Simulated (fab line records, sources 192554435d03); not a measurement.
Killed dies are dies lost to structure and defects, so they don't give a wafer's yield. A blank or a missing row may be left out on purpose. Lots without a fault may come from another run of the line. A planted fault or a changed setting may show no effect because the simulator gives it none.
Chamber matching | flow n5_finfet | N5_BEOL_M9_ALD_74 on ald_metal-01: 4 sister chambers
The step deposits TaN, target thk 2 nm, pulse time 2 s, purge time 3 s. 16 wafers are shown with their chamber, then 8 later ones without.

WAFERS WITH THEIR CHAMBER
wafer  | chamber | heater_power_w (W) | mfc_carrier_sccm (sccm)
L077.3 | 3       | 412                | 1500
L077.4 | 0       | 428                | 1497
L077.5 | 0       | 416                | 1497
L083.2 | 0       | 415                | 1500
L083.3 | 2       | 414                | 1503
L083.6 | 2       | 430                | 1502
L084.3 | 2       | 427                | 1490
L084.5 | 1       | 447                | 1504
L084.6 | 0       | 418                | 1511
L086.3 | 2       | 422                | 1498
L086.4 | 3       | 410                | 1502
L086.5 | 3       | 414                | 1502
L088.1 | 3       | 419                | 1500
L088.2 | 1       | 456                | 1501
L088.5 | 3       | 425                | 1496
L089.2 | 0       | 422                | 1500

SIGNATURES (means of the wafers above)
reading          | chamber 0 | chamber 1 | chamber 2 | chamber 3 | scatter within a chamber
heater_power_w   | 419.80    | 451.50    | 423.25    | 416.00    | 6.1
mfc_carrier_sccm | 1501.00   | 1502.50   | 1498.25   | 1500.00   | 4.72
Rule: a wafer's distance from a chamber is the root of the sum, over the readings, of the square of ((its reading less the chamber's mean) divided by the reading's scatter). The wafer belongs to the nearest chamber; if the next one is less than 2 further off, it can't be placed. The scatter: the root of (the sum of the squares of (reading less its chamber's mean) over the shown wafers, divided by (wafers less chambers)).

WAFERS WITHOUT THEIR CHAMBER
wafer  | heater_power_w (W) | mfc_carrier_sccm (sccm)
L089.5 | 454                | 1498
L089.6 | 416                | 1498
L095.4 | 418                | 1492
L095.5 | 417                | 1502
L095.6 | 422                | 1505
L094.2 | 409                | 1499
L094.3 | 426                | 1507
L094.4 | 463                | 1504

WHICH CHAMBER EACH WENT THROUGH
wafer  | from the rows above          | in truth
L089.5 | 1                            | 1
L089.6 | can't be placed: 3 or 0 or 2 | 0
L095.4 | can't be placed: 2 or 3 or 0 | 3
L095.5 | can't be placed: 3 or 0 or 2 | 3
L095.6 | can't be placed: 0 or 2 or 3 | 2
L094.2 | can't be placed: 3 or 0 or 2 | 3
L094.3 | can't be placed: 0 or 2 or 3 | 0
L094.4 | 1                            | 1
Placed correctly: 2 of 8. Can't be placed from these rows: 6 (the true chamber is among the candidates in 6). Placed wrongly: 0.
